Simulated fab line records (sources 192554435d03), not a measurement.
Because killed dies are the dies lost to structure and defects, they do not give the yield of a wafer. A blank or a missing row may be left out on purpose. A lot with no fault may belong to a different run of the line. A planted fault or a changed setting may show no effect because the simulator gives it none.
Chamber matching    flow n5Finfet    3 sister chambers for N5_BEOL_M11_DEP_56 on pecvd-03
The step deposits SiCN from 3MS/NH3, target thk 30 nm, time 10.5 s. 22 wafers are shown with their chamber, then 11 later ones without.

## EACH WAFER AND ITS CHAMBER
wafer   chamber  showerheadPlenumPTorr (Torr)  throttleValvePct (%)  chamberPressureTorr (Torr)
L077.1  1        4.177                         17.4                  2.992
L077.2  2        4.205                         17.6                  3.005
L077.4  2        4.208                         17.6                  2.997
L079.1  2        4.196                         17.6                  3.000
L079.3  1        4.181                         17.6                  3.003
L079.6  0        4.192                         17.3                  2.988
L081.2  2        4.206                         17.7                  3.009
L081.3  1        4.178                         17.5                  3.002
L081.5  0        4.195                         17.2                  3.006
L080.3  0        4.216                         17.5                  3.003
L080.4  1        4.175                         17.1                  2.998
L080.5  0        4.209                         17.3                  3.000
L082.3  0        4.195                         17.5                  3.002
L082.4  0        4.209                         17.5                  3.005
L082.5  2        4.211                         17.5                  3.001
L083.2  0        4.187                         17.3                  3.006
L083.5  0        4.202                         17.6                  3.007
L083.6  1        4.187                         17.4                  3.001
L084.2  2        4.209                         17.6                  3.013
L084.3  1        4.175                         17.6                  2.999
L084.6  2        4.194                         17.5                  3.017
L087.1  2        4.206                         17.6                  3.000

SIGNATURES (averages over the wafers above)
reading                chamber 0  chamber 1  chamber 2  scatter within a chamber
showerheadPlenumPTorr  4.20063    4.17883    4.20437    0.0075
throttleValvePct       17.400     17.433     17.588     0.134
chamberPressureTorr    3.00212    2.99917    3.00525    0.00607
Rule: a wafer's distance from a chamber is the root of the sum, over the readings, of the square of ((its reading less the chamber's mean) divided by the reading's scatter). The wafer belongs to the nearest chamber; if the next one is less than 2 further off, it can't be placed. How the scatter is found: for the shown wafers, subtract from each reading the mean of its chamber, square and add these, divide the total by (wafers less chambers), then take the root.

## WAFERS MISSING THEIR CHAMBER
wafer   showerheadPlenumPTorr (Torr)  throttleValvePct (%)  chamberPressureTorr (Torr)
L087.5  4.173                         17.5                  2.999
L087.6  4.204                         17.3                  3.003
L088.1  4.190                         17.9                  2.990
L088.3  4.172                         17.7                  3.020
L088.4  4.188                         17.5                  3.009
L093.3  4.194                         17.6                  2.997
L093.4  4.171                         17.4                  2.997
L093.6  4.203                         17.2                  3.003
L097.3  4.206                         17.7                  2.998
L097.5  4.203                         17.3                  3.006
L097.6  4.199                         17.9                  3.001

## WHICH CHAMBER EACH WENT THROUGH
wafer   from the rows above           in truth
L087.5  1                             1
L087.6  can't be placed: 0 or 2       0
L088.1  can't be placed: 2 or 1 or 0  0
L088.3  can't be placed: 1 or 2 or 0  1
L088.4  can't be placed: 1 or 0 or 2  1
L093.3  can't be placed: 0 or 2 or 1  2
L093.4  1                             1
L093.6  can't be placed: 0 or 2       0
L097.3  can't be placed: 2 or 0       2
L097.5  can't be placed: 0 or 2       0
L097.6  can't be placed: 2 or 0 or 1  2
2 of 11 placed correctly. Can't be placed from these rows: 9 (the true chamber is among the candidates in 9). Number placed wrongly: 0.
